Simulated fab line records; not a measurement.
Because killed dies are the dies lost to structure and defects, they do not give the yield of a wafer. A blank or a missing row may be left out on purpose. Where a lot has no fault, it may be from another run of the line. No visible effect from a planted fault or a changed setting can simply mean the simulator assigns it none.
What tool caused it?    flow n5-finfet    33 wafers from 11 lots sampled at 4 of the route's 1938 steps

== WHAT THE GAUGES SHOWED, per wafer ==
N5_BEOL_M15_CD_MEAS_17 targets a cd of 360 nm. Usual: cd-nm at 363.3 nm, with a standard deviation of 2.4.
lot   measured      on         cd-nm (nm)         flag
L828  day 11 20:02  cd-sem-01  362.6 362.8 363.6  
L831  day 12 08:13  cd-sem-03  360.9 359.4 369.4  
L835  day 13 12:55  cd-sem-01  360.2 359.5 363.1  
L839  day 14 16:15  cd-sem-01  364.1 367.9 361.4  
L840  day 15 09:35  cd-sem-03  365.8 366.0 367.5  
L844  day 16 16:10  cd-sem-01  361.1 363.5 361.5  
L846  day 16 21:50  cd-sem-01  362.7 361.0 364.7  
L848  day 16 23:32  cd-sem-02  364.8 363.2 363.6  
L849  day 17 10:04  cd-sem-01  366.4 364.5 360.2  
L851  day 18 03:26  cd-sem-03  361.9 360.0 360.9  
L850  day 18 06:43  cd-sem-01  365.0 365.4 364.7  

== EACH LOT AND THE TOOL THAT RAN IT (in order: tool; ch and the chambers of the sampled wafers; start) ==
lot   N5_BEOL_M14_DEGAS_41          N5_BEOL_M14_SPUTTER_43        N5_BEOL_M15_STRIP_63
L828  pvd-sputter-03, day 11 17:18  pvd-sputter-03, day 11 17:23  rie-diel-04 ch 0,1,2, day 11 19:00
L831  pvd-sputter-02, day 12 01:02  pvd-sputter-02, day 12 01:07  rie-diel-06 ch 0,1,2, day 12 08:00
L835  pvd-sputter-02, day 13 10:11  pvd-sputter-02, day 13 10:16  rie-diel-02 ch 0,1,2, day 13 12:00
L839  pvd-sputter-03, day 14 13:45  pvd-sputter-03, day 14 13:50  rie-diel-06 ch 1,2,3, day 14 16:00
L840  pvd-sputter-03, day 15 07:00  pvd-sputter-03, day 15 07:05  rie-diel-06 ch 2,3, day 15 09:00
L844  pvd-sputter-03, day 16 13:25  pvd-sputter-03, day 16 13:30  rie-diel-04 ch 0,3, day 16 16:00
L846  pvd-sputter-02, day 16 18:58  pvd-sputter-02, day 16 19:03  rie-diel-02 ch 1,2, day 16 21:00
L848  pvd-sputter-03, day 16 20:46  pvd-sputter-03, day 16 20:52  rie-diel-02 ch 0,2, day 16 23:00
L849  pvd-sputter-02, day 17 07:10  pvd-sputter-02, day 17 07:14  rie-diel-04 ch 0,3, day 17 09:00
L851  pvd-sputter-01, day 18 00:55  pvd-sputter-01, day 18 01:00  rie-diel-02 ch 1,3, day 18 03:00
L850  pvd-sputter-01, day 18 04:14  pvd-sputter-01, day 18 04:19  rie-diel-06 ch 0,1,2, day 18 06:00
- N5_BEOL_M14_DEGAS_41: time 60 s.
- N5_BEOL_M14_SPUTTER_43: material TaN, target thk 15 nm, time 24.19 s.
- N5_BEOL_M15_STRIP_63: strips in O2.

== AS READ BY THE TOOLS THEMSELVES (means over the sampled wafers that have a number; for cases with no such wafer, the mark the record gives instead) ==
N5_BEOL_M14_DEGAS_41. Usual: heater-power-w at 514 W, with a standard deviation of 48.
lot   tool            heater-power-w (W)  flag
L828  pvd-sputter-03  512                 
L831  pvd-sputter-02  549                 
L835  pvd-sputter-02  550                 
L839  pvd-sputter-03  488                 
L840  pvd-sputter-03  536                 
L844  pvd-sputter-03  456                 
L846  pvd-sputter-02  512                 
L848  pvd-sputter-03  475                 
L849  pvd-sputter-02  507                 
L851  pvd-sputter-01  578                 
L850  pvd-sputter-01  518                 

N5_BEOL_M14_SPUTTER_43. Usual: substrate-temp-c 50.02 C, standard deviation 0.12; throttle-valve-pct 30.0 %, standard deviation 0.93.
lot   tool            substrate-temp-c (C)  throttle-valve-pct (%)  flag
L828  pvd-sputter-03  49.93                 31.0                    
L831  pvd-sputter-02  49.95                 29.8                    
L835  pvd-sputter-02  50.03                 29.6                    
L839  pvd-sputter-03  50.09                 30.7                    
L840  pvd-sputter-03  49.99                 31.0                    
L844  pvd-sputter-03  50.06                 29.9                    
L846  pvd-sputter-02  49.84                 30.0                    
L848  pvd-sputter-03  50.06                 30.0                    
L849  pvd-sputter-02  50.11                 30.0                    
L851  pvd-sputter-01  49.92                 30.1                    
L850  pvd-sputter-01  49.95                 29.3                    

N5_BEOL_M15_STRIP_63. Usual: chamber-pressure-mTorr 30.00 mTorr, standard deviation 0.045; drypump-motor-current-A 5.8 A, standard deviation 0.53; oes-product-au 0.77 a.u., standard deviation 0.088; rf-vpp-V 3.8 V, standard deviation 0.78; showerhead-plenum-p-Torr 2.09 Torr, standard deviation 0.07; throttle-valve-pct 16.6 %, standard deviation 0.3.
lot   tool         chamber-pressure-mTorr (mTorr)  drypump-motor-current-A (A)  oes-product-au (a.u.)  rf-vpp-V (V)  showerhead-plenum-p-Torr (Torr)  throttle-valve-pct (%)  flag
L828  rie-diel-04  30.01                           5.5                          0.70                   4.4           2.16                             16.6                    
L831  rie-diel-06  30.01                           5.8                          0.78                   4.4           2.10                             16.6                    
L835  rie-diel-02  29.98                           5.9                          0.87                   3.7           2.10                             16.4                    
L839  rie-diel-06  33.02                           5.6                          0.76                   3.5           2.03                             16.6                    OFF
L840  rie-diel-06  36.01                           5.9                          0.79                   4.2           2.01                             16.7                    OFF
L844  rie-diel-04  30.03                           5.7                          0.83                   3.5           2.20                             16.5                    
L846  rie-diel-02  29.99                           5.9                          0.76                   3.2           2.05                             16.7                    
L848  rie-diel-02  30.00                           6.3                          0.74                   3.4           2.05                             16.8                    
L849  rie-diel-04  29.97                           5.7                          0.83                   4.3           2.20                             16.5                    
L851  rie-diel-02  29.98                           5.5                          0.91                   3.3           2.09                             16.1                    
L850  rie-diel-06  30.01                           5.8                          0.84                   3.5           2.08                             16.5                    

== THE ANSWER, worked out from the rows above alone ==
Rule: take the mean of a lot's wafers that have a number; if it is more than 3 standard deviations from the usual mean, the lot is off. Also off: a lot with no number at a reading for which 4 or more lots have one. Where the step has rows for the other lots, those lots are counted as sound. Order of review: gauges by route order, followed by the tools' own readings, for which a lot's mean as printed above is used. At the first step where some lot is off, the reading lying furthest off is the one used; lots without a number count as furthest.
Off: L839, L840 (N5_BEOL_M15_STRIP_63, chamber-pressure-mTorr).
If a tool, at that step or one of the process steps before it, ran each lot that is off and ran no sound lot following the first of them, it fits. Not one of the candidates tried fits.

== WHAT THE SIMULATOR HAD PUT IN ==
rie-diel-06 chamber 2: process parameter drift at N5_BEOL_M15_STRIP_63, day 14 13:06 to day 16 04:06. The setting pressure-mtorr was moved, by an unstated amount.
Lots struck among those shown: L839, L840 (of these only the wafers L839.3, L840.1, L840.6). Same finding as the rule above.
